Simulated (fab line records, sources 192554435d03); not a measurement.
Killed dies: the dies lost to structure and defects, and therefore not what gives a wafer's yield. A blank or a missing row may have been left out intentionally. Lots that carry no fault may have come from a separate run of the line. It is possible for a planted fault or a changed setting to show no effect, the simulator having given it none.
Chamber matching || flow n5-finfet || N5_BEOL_M9_ALD_74 on ald-metal-01: 4 sister chambers
The step deposits TaN, target thk 2 nm, pulse time 2 s, purge time 3 s. 8 wafers are shown with their chamber, then 10 later ones without.

EACH WAFER AND ITS CHAMBER
{"wafer": "L082.4", "chamber": 3, "heater-power-w (W)": 362}
{"wafer": "L083.1", "chamber": 2, "heater-power-w (W)": 420}
{"wafer": "L083.5", "chamber": 1, "heater-power-w (W)": 453}
{"wafer": "L084.1", "chamber": 2, "heater-power-w (W)": 423}
{"wafer": "L084.2", "chamber": 3, "heater-power-w (W)": 350}
{"wafer": "L084.6", "chamber": 1, "heater-power-w (W)": 453}
{"wafer": "L088.2", "chamber": 0, "heater-power-w (W)": 384}
{"wafer": "L088.5", "chamber": 0, "heater-power-w (W)": 383}

WAFERS WITHOUT THEIR CHAMBER
{"wafer": "L088.6", "heater-power-w (W)": 353}
{"wafer": "L089.1", "heater-power-w (W)": 357}
{"wafer": "L089.4", "heater-power-w (W)": 446}
{"wafer": "L089.6", "heater-power-w (W)": 444}
{"wafer": "L091.1", "heater-power-w (W)": 426}
{"wafer": "L091.2", "heater-power-w (W)": 380}
{"wafer": "L091.3", "heater-power-w (W)": 443}
{"wafer": "L090.2", "heater-power-w (W)": 413}
{"wafer": "L090.3", "heater-power-w (W)": 389}
{"wafer": "L090.6", "heater-power-w (W)": 363}

CHAMBER TAKEN BY EACH
{"wafer": "L088.6", "from the rows above": 3, "in truth": 3}
{"wafer": "L089.1", "from the rows above": 3, "in truth": 3}
{"wafer": "L089.4", "from the rows above": 1, "in truth": 1}
{"wafer": "L089.6", "from the rows above": 1, "in truth": 1}
{"wafer": "L091.1", "from the rows above": 2, "in truth": 2}
{"wafer": "L091.2", "from the rows above": 0, "in truth": 0}
{"wafer": "L091.3", "from the rows above": 1, "in truth": 1}
{"wafer": "L090.2", "from the rows above": 2, "in truth": 2}
{"wafer": "L090.3", "from the rows above": 0, "in truth": 0}
{"wafer": "L090.6", "from the rows above": 3, "in truth": 3}
Placed correctly: 10 of 10. Can't be placed from these rows: 0. 0 placed wrongly.
How it was worked out, from the rows above alone: a wafer's distance from a chamber is the root of the sum, over the readings, of the square of ((its reading less the chamber's mean) divided by the reading's scatter). If the next closest chamber is less than 2 further off than the closest, the wafer can't be placed; otherwise it belongs to the closest. The mean given for a chamber averages the wafers shown for that chamber. The scatter: take each reading less its chamber's mean, square it, sum over the shown wafers, divide by the number of wafers less the number of chambers, and take the root.
